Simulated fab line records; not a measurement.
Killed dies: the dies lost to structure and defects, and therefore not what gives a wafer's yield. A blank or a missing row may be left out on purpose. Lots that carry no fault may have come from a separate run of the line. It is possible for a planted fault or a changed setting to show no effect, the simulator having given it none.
Chamber matching | flow nand_harc | NHARC_A_CONTACT_DESCUM_47 on rie_diel-13 has 4 sister chambers
The step chemistry O2, time 3 s. 16 wafers are shown with their chamber, then 8 later ones without.

## WAFERS, EACH WITH ITS CHAMBER
wafer  | chamber | showerhead_plenum_p_Torr (Torr) | drypump_motor_current_A (A) | oes_product_au (a.u.)
L076.2 | 0       | 1.80                            | 5.3                         | 0.998
L076.3 | 3       | 2.04                            | 5.5                         | 0.994
L076.5 | 1       | 1.88                            | 6.3                         | 0.997
L075.1 | 2       | 1.86                            | 5.8                         | 1.004
L075.4 | 3       | 2.04                            | 5.5                         | 0.982
L075.5 | 1       | 1.88                            | 6.3                         | 1.007
L077.1 | 0       | 1.80                            | 5.3                         | 1.007
L077.2 | 3       | 2.04                            | 5.4                         | 0.993
L077.3 | 1       | 1.88                            | 6.3                         | 1.006
L079.1 | 3       | 2.04                            | 5.4                         | 0.985
L079.2 | 2       | 1.86                            | 5.8                         | 0.998
L079.3 | 1       | 1.88                            | 6.3                         | 0.996
L081.2 | 0       | 1.80                            | 5.3                         | 1.004
L081.5 | 3       | 2.04                            | 5.4                         | 0.993
L081.6 | 1       | 1.87                            | 6.3                         | 1.002
L083.1 | 2       | 1.86                            | 5.8                         | 1.002

SIGNATURES (averages over the wafers above)
reading                  | chamber 0 | chamber 1 | chamber 2 | chamber 3 | scatter within a chamber
showerhead_plenum_p_Torr | 1.8000    | 1.8780    | 1.8600    | 2.0400    | 0.00258
drypump_motor_current_A  | 5.300     | 6.300     | 5.800     | 5.440     | 0.0316
oes_product_au           | 1.00300   | 1.00160   | 1.00133   | 0.98940   | 0.00486
Rule: for a wafer and a chamber, the distance is found by dividing, reading by reading, the gap between the wafer's reading and the chamber's mean by the reading's scatter, squaring, summing and taking the root. If the next closest chamber is less than 2 further off than the closest, the wafer can't be placed; otherwise it belongs to the closest. The scatter: the root of (the sum of the squares of (reading less its chamber's mean) over the shown wafers, divided by (wafers less chambers)).

## WAFERS WHOSE CHAMBER IS MISSING
wafer  | showerhead_plenum_p_Torr (Torr) | drypump_motor_current_A (A) | oes_product_au (a.u.)
L083.3 | 1.87                            | 6.3                         | 0.996
L083.6 | 2.04                            | 5.4                         | 1.001
L086.3 | 1.87                            | 6.3                         | 1.005
L086.4 | 1.85                            | 5.8                         | 1.005
L086.5 | 1.85                            | 5.8                         | 0.987
L095.3 | 1.85                            | 5.8                         | 0.999
L095.5 | 1.87                            | 6.3                         | 0.999
L095.6 | 1.85                            | 5.8                         | 1.016

## CHAMBER TAKEN BY EACH
wafer  | from the rows above | in truth
L083.3 | 1                   | 1
L083.6 | 3                   | 3
L086.3 | 1                   | 1
L086.4 | 2                   | 2
L086.5 | 2                   | 2
L095.3 | 2                   | 2
L095.5 | 1                   | 1
L095.6 | 2                   | 2
8 of 8 placed correctly. Can't be placed from these rows: 0. 0 placed wrongly.
